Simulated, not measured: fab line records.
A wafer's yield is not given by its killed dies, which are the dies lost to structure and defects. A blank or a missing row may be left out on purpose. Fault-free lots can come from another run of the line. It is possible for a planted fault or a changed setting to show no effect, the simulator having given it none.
Matching of chambers -- flow n5 finfet -- 3 sister chambers for N5_BEOL_M3_DEP_57 on pecvd-02
The step deposits SiCN from 3MS/NH3, target thk 8 nm, time 14 s. 6 wafers are shown with their chamber, then 9 later ones without.

## WAFERS WITH THEIR CHAMBER
wafer,chamber,throttle valve pct (%),showerhead plenum p Torr (Torr)
L081.3,2,9.0,3.653
L081.6,1,8.6,3.681
L082.5,2,9.0,3.666
L085.3,0,9.2,3.681
L085.4,1,8.8,3.681
L085.6,0,9.0,3.681

## WAFERS WHOSE CHAMBER IS MISSING
wafer,throttle valve pct (%),showerhead plenum p Torr (Torr)
L095.2,9.0,3.662
L095.4,8.4,3.675
L095.6,9.5,3.682
L096.1,9.4,3.684
L096.5,8.6,3.678
L096.6,9.5,3.680
L097.1,9.0,3.665
L097.3,9.4,3.685
L097.5,8.9,3.663

## WHICH CHAMBER EACH WENT THROUGH
wafer,from the rows above,in truth
L095.2,2,2
L095.4,1,1
L095.6,0,0
L096.1,0,0
L096.5,1,1
L096.6,0,0
L097.1,2,2
L097.3,0,0
L097.5,2,2
Placed correctly: 9 of 9. Left unplaced by these rows: 0. 0 placed wrongly.
How it was worked out, from the rows above alone: a wafer's distance from a chamber is the root of the sum, over the readings, of the square of ((its reading less the chamber's mean) divided by the reading's scatter). The wafer belongs to the nearest chamber; if the next one is less than 2 further off, it can't be placed. A chamber's mean is the mean of its shown wafers. The scatter: the root of (the sum of the squares of (reading less its chamber's mean) over the shown wafers, divided by (wafers less chambers)).
